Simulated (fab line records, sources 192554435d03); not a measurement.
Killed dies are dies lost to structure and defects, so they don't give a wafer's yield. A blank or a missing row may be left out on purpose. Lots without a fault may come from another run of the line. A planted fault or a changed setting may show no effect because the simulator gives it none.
Which tool did it? | flow n5_finfet | 21 lots, 63 wafers sampled, at 5 steps of a route of 1938

WHAT THE GAUGES READ, wafer by wafer
N5_FIN_SAQP_CD_MEAS_37: target cd 8 nm.
lot  | measured    | on        | cd_nm (nm)
L074 | day 2 02:28 | cd_sem-02 | 8.20 8.43 7.81
L075 | day 2 08:06 | cd_sem-02 | 8.10 7.65 7.90
L076 | day 2 15:01 | cd_sem-03 | 8.48 8.51 7.92
L077 | day 2 20:21 | cd_sem-03 | 8.28 8.14 7.99
L078 | day 3 03:28 | cd_sem-01 | 8.12 7.78 8.14
L079 | day 3 09:40 | cd_sem-01 | 8.18 8.21 8.31
L080 | day 3 14:08 | cd_sem-01 | 8.21 8.18 8.32
L081 | day 3 19:59 | cd_sem-01 | 7.88 7.91 8.18
L083 | day 4 09:02 | cd_sem-02 | 8.20 7.55 8.55
L085 | day 4 20:45 | cd_sem-02 | 7.77 7.98 8.24
L086 | day 5 10:14 | cd_sem-02 | 8.10 8.17 7.97
L087 | day 5 14:46 | cd_sem-03 | 8.03 8.23 8.14
L088 | day 5 18:13 | cd_sem-02 | 7.97 7.69 8.49
L089 | day 5 20:53 | cd_sem-03 | 7.77 8.45 7.98
L090 | day 6 04:28 | cd_sem-02 | 8.29 8.65 8.19
L092 | day 6 15:26 | cd_sem-03 | 8.14 8.01 8.45
L093 | day 6 20:11 | cd_sem-03 | 8.41 8.27 8.10
L094 | day 7 02:22 | cd_sem-02 | 8.35 7.64 8.12
L095 | day 7 10:23 | cd_sem-03 | 8.35 8.06 8.26
L096 | day 7 15:29 | cd_sem-03 | 8.28 7.89 8.32
L097 | day 7 20:58 | cd_sem-03 | 7.96 7.82 8.45

N5_FIN_CUT_INSPECT_10: inspects for defects (brightfield).
lot  | measured    | on                | raw_defect_count
L074 | day 2 03:07 | defect_inspect-01 | 25 34 50
L075 | day 2 08:38 | defect_inspect-01 | 36 23 37
L076 | day 2 15:40 | defect_inspect-02 | 51 53 38
L077 | day 2 22:00 | defect_inspect-02 | 36 49 43
L078 | day 3 03:59 | defect_inspect-01 | 65 39 37
L079 | day 3 10:12 | defect_inspect-02 | 49 59 58
L080 | day 3 14:40 | defect_inspect-02 | 37 59 33
L081 | day 3 20:31 | defect_inspect-02 | 21 49 32
L083 | day 4 09:41 | defect_inspect-02 | 27 46 48
L085 | day 4 21:16 | defect_inspect-01 | 25 32 41
L086 | day 5 10:53 | defect_inspect-02 | 43 33 24
L087 | day 5 15:19 | defect_inspect-01 | 54 37 61
L088 | day 5 18:44 | defect_inspect-02 | 45 44 54
L089 | day 5 21:32 | defect_inspect-01 | 42 44 31
L090 | day 6 05:00 | defect_inspect-02 | 53 50 54
L092 | day 6 15:57 | defect_inspect-02 | 36 34 42
L093 | day 6 20:42 | defect_inspect-02 | 49 64 44
L094 | day 7 02:53 | defect_inspect-01 | 22 33 24
L095 | day 7 11:02 | defect_inspect-02 | 33 27 39
L096 | day 7 16:02 | defect_inspect-01 | 39 35 41
L097 | day 7 21:30 | defect_inspect-02 | 42 25 56

WHICH TOOL RAN EACH LOT (tool, then ch and the chambers of the sampled wafers, then the start)
lot  | N5_PMOS_HMC_CHANNEL_EPI_DESCUM_14 | N5_FIN_SAQP_DESCUM_21             | N5_FIN_SAQP_ETCH_51
L074 | rie_diel-01 ch 0,1,3, day 1 17:20 | rie_diel-03 ch 0,1,3, day 1 21:43 | rie_diel-03 ch 0,1,3, day 1 21:46
L075 | rie_diel-04 ch 1,2, day 1 23:00   | rie_diel-05 ch 0,1,3, day 2 03:47 | rie_diel-05 ch 0,1,3, day 2 03:50
L076 | rie_diel-04 ch 0,2,3, day 2 06:10 | rie_diel-05 ch 1,2,3, day 2 10:50 | rie_diel-05 ch 1,2,3, day 2 10:53
L077 | rie_diel-04 ch 0,1,3, day 2 12:00 | rie_diel-06 ch 0,1,3, day 2 16:11 | rie_diel-06 ch 0,1,3, day 2 16:13
L078 | rie_diel-01 ch 0,2, day 2 17:55   | rie_diel-05 ch 1,2,3, day 2 22:10 | rie_diel-05 ch 1,2,3, day 2 22:12
L079 | rie_diel-02 ch 0,1, day 3 00:48   | rie_diel-06 ch 1,2,3, day 3 05:10 | rie_diel-06 ch 1,2,3, day 3 05:12
L080 | rie_diel-01 ch 1,2,3, day 3 05:31 | rie_diel-06 ch 1,3, day 3 10:04   | rie_diel-06 ch 1,3, day 3 10:06
L081 | rie_diel-01 ch 2,3, day 3 11:20   | rie_diel-06 ch 1,2,3, day 3 15:38 | rie_diel-06 ch 1,2,3, day 3 15:40
L083 | rie_diel-01 ch 0,1,3, day 4 00:04 | rie_diel-03 ch 0,3, day 4 04:23   | rie_diel-03 ch 0,3, day 4 04:25
L085 | rie_diel-04 ch 0,2, day 4 12:07   | rie_diel-05 ch 0,1,3, day 4 16:44 | rie_diel-05 ch 0,1,3, day 4 16:46
L086 | rie_diel-01 ch 0,1,2, day 4 17:35 | rie_diel-06 ch 2,3, day 5 00:32   | rie_diel-06 ch 2,3, day 5 00:34
L087 | rie_diel-04 ch 0,3, day 4 23:28   | rie_diel-06 ch 1,2, day 5 07:34   | rie_diel-06 ch 1,2, day 5 07:36
L088 | rie_diel-04 ch 1,2,3, day 5 05:43 | rie_diel-05 ch 0,2,3, day 5 11:07 | rie_diel-05 ch 0,2,3, day 5 11:09
L089 | rie_diel-02 ch 1,3, day 5 11:59   | rie_diel-03 ch 2,3, day 5 16:13   | rie_diel-03 ch 2,3, day 5 16:16
L090 | rie_diel-02 ch 1,3, day 5 17:30   | rie_diel-05 ch 0,2,3, day 5 23:49 | rie_diel-05 ch 0,2,3, day 5 23:52
L092 | rie_diel-02 ch 0,1, day 6 06:22   | rie_diel-03 ch 0,2, day 6 11:15   | rie_diel-03 ch 0,2, day 6 11:17
L093 | rie_diel-04 ch 0,2,3, day 6 11:16 | rie_diel-05 ch 0,2,3, day 6 15:52 | rie_diel-05 ch 0,2,3, day 6 15:55
L094 | rie_diel-02 ch 0,2,3, day 6 17:36 | rie_diel-05 ch 1,3, day 6 21:47   | rie_diel-05 ch 1,3, day 6 21:49
L095 | rie_diel-04 ch 1,2, day 6 23:26   | rie_diel-05 ch 0,2,3, day 7 04:58 | rie_diel-05 ch 0,2,3, day 7 05:00
L096 | rie_diel-01 ch 0,1,2, day 7 06:39 | rie_diel-06 ch 0,1,2, day 7 10:54 | rie_diel-06 ch 0,1,2, day 7 10:56
L097 | rie_diel-04 ch 0,1,3, day 7 11:52 | rie_diel-03 ch 1,3, day 7 16:29   | rie_diel-03 ch 1,3, day 7 16:31
- N5_PMOS_HMC_CHANNEL_EPI_DESCUM_14: chemistry O2, time 7.9 s.
- N5_FIN_SAQP_DESCUM_21: chemistry O2, time 7.9 s.
- N5_FIN_SAQP_ETCH_51: etches SiARC in CF4, target depth 45.5 nm, time 75.8 s.

WHAT THE TOOLS THEMSELVES READ (means of the sampled wafers that have a number; where no wafer has one, the mark that the record gives instead)
N5_PMOS_HMC_CHANNEL_EPI_DESCUM_14.
lot  | tool        | drypump_motor_current_A (A) | oes_product_au (a.u.) | rf_fwd_power_W (W) | rf_vpp_V (V) | showerhead_plenum_p_Torr (Torr) | throttle_valve_pct (%)
L074 | rie_diel-01 | 5.9                         | 0.71                  | 49.44              | 243.1        | 2.11                            | 20.46
L075 | rie_diel-04 | 5.2                         | 0.73                  | 49.32              | 243.4        | 2.13                            | 20.67
L076 | rie_diel-04 | 6.2                         | 0.80                  | 49.33              | 242.8        | 2.08                            | 20.28
L077 | rie_diel-04 | 5.9                         | 0.77                  | 49.40              | 243.8        | 2.13                            | 20.48
L078 | rie_diel-01 | 6.2                         | 0.79                  | 49.53              | 242.4        | 2.05                            | 20.11
L079 | rie_diel-02 | 5.5                         | 0.73                  | 49.61              | 244.6        | 2.12                            | 20.44
L080 | rie_diel-01 | 6.5                         | 0.86                  | 49.37              | 242.9        | 2.09                            | 20.24
L081 | rie_diel-01 | 6.4                         | 0.79                  | 49.44              | 242.6        | 2.08                            | 20.13
L083 | rie_diel-01 | 5.9                         | 0.90                  | 49.45              | 242.8        | 2.11                            | 20.28
L085 | rie_diel-04 | 5.8                         | 0.76                  | 49.03              | 242.1        | 2.08                            | 20.36
L086 | rie_diel-01 | 6.1                         | 0.91                  | 49.51              | 243.2        | 2.08                            | 20.21
L087 | rie_diel-04 | 6.3                         | 0.77                  | 49.50              | 243.2        | 2.12                            | 20.36
L088 | rie_diel-04 | 5.8                         | 0.84                  | 49.35              | 241.7        | 2.07                            | 20.38
L089 | rie_diel-02 | 5.8                         | 0.74                  | 49.77              | 243.5        | 2.10                            | 20.63
L090 | rie_diel-02 | 5.6                         | 0.74                  | 49.80              | 243.4        | 2.08                            | 20.35
L092 | rie_diel-02 | 5.4                         | 0.74                  | 49.57              | 243.5        | 2.09                            | 20.27
L093 | rie_diel-04 | 6.2                         | 0.77                  | 49.25              | 242.4        | 2.07                            | 20.34
L094 | rie_diel-02 | 5.9                         | 0.79                  | 49.43              | 244.7        | 2.16                            | 20.60
L095 | rie_diel-04 | 5.5                         | 0.79                  | 49.17              | 242.1        | 2.07                            | 20.44
L096 | rie_diel-01 | 6.1                         | 0.87                  | 49.45              | 242.7        | 2.07                            | 20.24
L097 | rie_diel-04 | 5.9                         | 0.81                  | 49.54              | 243.9        | 2.12                            | 20.43

N5_FIN_SAQP_DESCUM_21.
lot  | tool        | drypump_motor_current_A (A) | oes_product_au (a.u.) | rf_fwd_power_W (W) | rf_vpp_V (V) | showerhead_plenum_p_Torr (Torr) | throttle_valve_pct (%)
L074 | rie_diel-03 | 5.9                         | 0.72                  | 49.21              | 242.7        | 2.11                            | 20.69
L075 | rie_diel-05 | 5.7                         | 0.71                  | 49.40              | 242.9        | 2.10                            | 20.66
L076 | rie_diel-05 | 5.3                         | 0.74                  | 49.48              | 243.0        | 2.10                            | 20.59
L077 | rie_diel-06 | 5.3                         | 0.71                  | 49.43              | 243.9        | 2.14                            | 20.56
L078 | rie_diel-05 | 5.3                         | 0.73                  | 49.35              | 243.3        | 2.10                            | 20.60
L079 | rie_diel-06 | 5.1                         | 0.71                  | 49.57              | 243.7        | 2.12                            | 20.74
L080 | rie_diel-06 | 5.5                         | 0.71                  | 49.78              | 243.8        | 2.12                            | 20.71
L081 | rie_diel-06 | 5.1                         | 0.70                  | 49.57              | 243.3        | 2.12                            | 20.76
L083 | rie_diel-03 | 6.0                         | 0.71                  | 49.07              | 243.3        | 2.09                            | 20.68
L085 | rie_diel-05 | 5.7                         | 0.88                  | 49.50              | 243.1        | 2.09                            | 20.39
L086 | rie_diel-06 | 4.8                         | 0.69                  | 49.58              | 242.3        | 2.12                            | 20.83
L087 | rie_diel-06 | 5.5                         | 0.70                  | 49.51              | 242.1        | 2.07                            | 20.77
L088 | rie_diel-05 | 5.6                         | 0.81                  | 49.49              | 242.7        | 2.05                            | 20.53
L089 | rie_diel-03 | 5.6                         | 0.80                  | 49.37              | 243.9        | 2.17                            | 20.62
L090 | rie_diel-05 | 5.6                         | 0.80                  | 49.50              | 241.8        | 2.05                            | 20.53
L092 | rie_diel-03 | 6.0                         | 0.84                  | 48.96              | 242.9        | 2.12                            | 20.45
L093 | rie_diel-05 | 5.6                         | 0.79                  | 49.35              | 242.5        | 2.05                            | 20.54
L094 | rie_diel-05 | 5.7                         | 0.77                  | 49.49              | 243.8        | 2.10                            | 20.55
L095 | rie_diel-05 | 5.6                         | 0.78                  | 49.49              | 242.6        | 2.05                            | 20.54
L096 | rie_diel-06 | 5.3                         | 0.75                  | 49.38              | 242.8        | 2.09                            | 20.56
L097 | rie_diel-03 | 5.8                         | 0.88                  | 49.43              | 242.9        | 2.09                            | 20.50

N5_FIN_SAQP_ETCH_51.
lot  | tool        | drypump_motor_current_A (A) | etch_rf_on_time_s (s) | oes_product_au (a.u.) | rf_fwd_power_W (W) | rf_vpp_V (V) | showerhead_plenum_p_Torr (Torr) | throttle_valve_pct (%)
L074 | rie_diel-03 | 5.9                         | 78.0                  | 0.61                  | 538.4              | 184.6        | 2.15                            | 15.89
L075 | rie_diel-05 | 5.7                         | 78.3                  | 0.60                  | 540.5              | 184.3        | 2.15                            | 15.87
L076 | rie_diel-05 | 5.3                         | 77.2                  | 0.63                  | 540.8              | 184.8        | 2.13                            | 15.69
L077 | rie_diel-06 | 5.3                         | 77.4                  | 0.60                  | 539.8              | 185.0        | 2.19                            | 15.79
L078 | rie_diel-05 | 5.3                         | 77.1                  | 0.62                  | 540.7              | 184.1        | 2.13                            | 15.71
L079 | rie_diel-06 | 5.1                         | 77.5                  | 0.61                  | 540.8              | 184.1        | 2.16                            | 15.87
L080 | rie_diel-06 | 5.5                         | 79.7                  | 0.60                  | 541.8              | 184.3        | 2.16                            | 15.87
L081 | rie_diel-06 | 5.1                         | 77.9                  | 0.60                  | 540.9              | 184.4        | 2.16                            | 15.87
L083 | rie_diel-03 | 6.0                         | 78.6                  | 0.59                  | 536.8              | 185.2        | 2.16                            | 16.01
L085 | rie_diel-05 | 5.7                         | 77.1                  | 0.74                  | 541.5              | 183.8        | 2.14                            | 15.56
L086 | rie_diel-06 | 4.7                         | 76.7                  | 0.59                  | 540.9              | 183.8        | 2.15                            | 15.91
L087 | rie_diel-06 | 5.5                         | 78.5                  | 0.58                  | 541.4              | 183.7        | 2.13                            | 15.94
L088 | rie_diel-05 | 5.6                         | 76.5                  | 0.69                  | 538.9              | 183.2        | 2.10                            | 15.68
L089 | rie_diel-03 | 5.6                         | 76.0                  | 0.68                  | 540.4              | 185.2        | 2.19                            | 15.64
L090 | rie_diel-05 | 5.6                         | 75.8                  | 0.68                  | 537.8              | 183.2        | 2.10                            | 15.70
L092 | rie_diel-03 | 6.0                         | 77.1                  | 0.72                  | 536.8              | 184.2        | 2.16                            | 15.50
L093 | rie_diel-05 | 5.6                         | 76.4                  | 0.67                  | 540.4              | 183.8        | 2.10                            | 15.71
L094 | rie_diel-05 | 5.8                         | 79.9                  | 0.65                  | 542.3              | 184.2        | 2.14                            | 15.66
L095 | rie_diel-05 | 5.6                         | 76.5                  | 0.67                  | 538.8              | 183.5        | 2.09                            | 15.71
L096 | rie_diel-06 | 5.3                         | 76.3                  | 0.65                  | 538.3              | 184.0        | 2.14                            | 15.76
L097 | rie_diel-03 | 5.8                         | 75.7                  | 0.75                  | 539.5              | 184.2        | 2.12                            | 15.54

THE ANSWER, worked out from the rows above alone
Rule: what is usual is taken from the lots themselves. Put in order of their means at a reading, lots are off if they are a third of the lots or fewer, leave a main group of 4 or more, and stand apart from it by a gap of 3 or more times the standard deviation of the main group's means; of several such gaps the widest counts. A main group whose means are all the same, to the digits that the tables above print for the reading, isn't used. A lot without any number at a reading at which 4 lots or more have one is off too. The other lots that the step has rows for count as sound. The gauges are gone through in route order, then the tools' own readings, and for those a lot's mean is taken as printed above. The first step at which some lot is off is used, and at that step the reading that is off furthest; a lot without a number counts as furthest.
No lot is off at any reading shown: from this, nothing can be told.

WHAT THE SIMULATOR HAD PUT IN
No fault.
